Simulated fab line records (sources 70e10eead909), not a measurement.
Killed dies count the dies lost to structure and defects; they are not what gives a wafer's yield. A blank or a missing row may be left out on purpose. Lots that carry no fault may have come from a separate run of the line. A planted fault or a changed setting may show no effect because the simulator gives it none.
A struck lot beside a sound one / flow nandHarc / 26 out of 1302 route steps
Sound: wafers L130.1, L130.5, L130.6. The struck wafers were L135.1, L135.4, L135.6. The cause is named last.
Per side, at each step with rows, come the tool, then ch with its chambers, and then its first start. Under that, the readings that differ: sound wafers / struck wafers / difference of the means / sigmas: that difference in standard deviations of wafers without a fault.
alike: readings whose means differ by less than 2 such deviations, and words and numbers that are the same on both sides. not compared: withheld readings, readings that some wafer has no value for, bounds like >300 that may hide the same value, and numbers for which the record gives no deviation and whose values overlap.
Wherever a step has rows on one side only, a row that says differs or no value, or a row with sigmas, the two part there. When numbers do not overlap yet have no deviation, they are printed without sigmas and do not part them. A reading missing from all wafers of one side parts the sides only when that side holds two or more wafers.

NHARC_P_ZERO_WELL_CD_MEAS_37: the cd target is 720 nm.
  sound on cdSem-01 ch 0, day 5 17:51; struck on cdSem-01 ch 0, day 7 20:06
  alike: cdNm
then, 1 step without rows for these wafers: NHARC_P_ZERO_WELL_HARDBAKE_38 (time 80 s).
NHARC_P_ZERO_WELL_DESCUM_39: chemistry O2, time 3 s.
  sound on rieDiel-08 ch 0,1, day 5 18:01; struck on rieDiel-02 ch 0,2,3, day 7 20:17
  alike: drypumpMotorCurrentA, oesProductAu, rfVppV, showerheadPlenumPTorr, throttleValvePct
  not compared: rfHoursCounterH
then, 9 steps without rows for these wafers: NHARC_P_ZERO_WELL_IMPLANT_40; NHARC_P_ZERO_WELL_IMPLANT_59; NHARC_P_ZERO_WELL_IMPLANT_60; NHARC_P_ZERO_WELL_STRIP_41 (strips in SPM, time 840 s); NHARC_P_ZERO_WELL_DEHYDRATE_44 (time 120 s); NHARC_P_ZERO_WELL_HMDS_45 (time 30 s); NHARC_P_ZERO_WELL_COAT_46; NHARC_P_ZERO_WELL_SOFTBAKE_47 (time 95 s); NHARC_P_ZERO_WELL_EBR_48.
NHARC_P_ZERO_WELL_EXPOSE_49: exposes mask P HVPW, target cd 2000 nm.
  struck on krfScanner-01, day 7 21:28; sound on krfScanner-04 ch 0, day 5 19:20
  no value came back on the struck wafers for exposureDoseMJCm2, focusOffsetNm (nm); on the sound wafers exposureDoseMJCm2 reads 22.647 22.632 22.623
  alike: mask
then, 2 steps without rows for these wafers: NHARC_P_ZERO_WELL_PEB_50 (peb time 85 s); NHARC_P_ZERO_WELL_DEVELOP_51 (time 70 s).
NHARC_P_ZERO_WELL_CD_MEAS_52: the cd target is 2000 nm.
  sound on cdSem-01 ch 0, day 5 19:31; struck on cdSem-02 ch 0, day 7 21:37
reading=cdNm (nm); sound=1999.7 1999.2 1999.2; struck=- - -; difference=no value on the struck wafers; sigmas=
then, 1 step without rows for these wafers: NHARC_P_ZERO_WELL_HARDBAKE_53 (time 80 s).
NHARC_P_ZERO_WELL_DESCUM_54: chemistry O2, time 3 s.
  sound on rieDiel-03 ch 1,2,3, day 5 19:41; struck on rieDiel-02 ch 0,1,2, day 7 21:49
reading=model.P_ZERO_WELL.cdNm (nm); sound=2000 1999 1999; struck=719.8 720.6 719.2; difference=-1279.5; sigmas=
  alike: drypumpMotorCurrentA, oesProductAu, rfVppV, showerheadPlenumPTorr, throttleValvePct
  not compared: rfHoursCounterH
then, 5 steps without rows for these wafers: NHARC_P_ZERO_WELL_IMPLANT_55; NHARC_P_ZERO_WELL_IMPLANT_61; NHARC_P_ZERO_WELL_STRIP_56 (strips in SPM, time 840 s); NHARC_P_ZERO_WELL_PRECLEAN_68 (cleans in SC1, time 60 s); NHARC_P_ZERO_WELL_SRD_69.
NHARC_P_ZERO_WELL_RTA_42: time 300 s.
  sound on rtpAnneal-02 ch 0, day 5 20:39; struck on rtpAnneal-02 ch 0, day 7 22:46
  alike: lampPowerPct, lamp_zone_3_pct, wafer_temp_C_max
NHARC_P_ZERO_WELL_INSPECT_43:
  sound on defectInspect-02, day 5 21:19; struck on defectInspect-01, day 7 23:27
reading=rawDefectCount; sound=12 10 10; struck=1080 1100 1095; difference=+1081; sigmas=+99 or more
-- the record jumps here: 22 days lie between the struck wafers' starts before and after (it left off in module P_ZERO_WELL and takes up again in module END, whose first step shown is number 1302 of the route) --
NHARC_END_SORT_01:
  sound on prober-02 ch 0, day 27 20:35; struck on prober-02 ch 0, day 30 11:09
reading=killedAtPeriphery; sound=4 1 1; struck=645 627 638; difference=+635; sigmas=+99 or more
reading=killedDies; sound=62 54 56; struck=677 677 677; difference=+620; sigmas=+33
reading=killedOpen; sound=1 1 0; struck=5 4 4; difference=+4; sigmas=+2
  alike: killedAtArray, killedAtOther, killedShort

## WHERE THEY PART
Earliest at NHARC_P_ZERO_WELL_EXPOSE_49; latest, in this record, at NHARC_END_SORT_01.

WHY: whatever the simulator had introduced
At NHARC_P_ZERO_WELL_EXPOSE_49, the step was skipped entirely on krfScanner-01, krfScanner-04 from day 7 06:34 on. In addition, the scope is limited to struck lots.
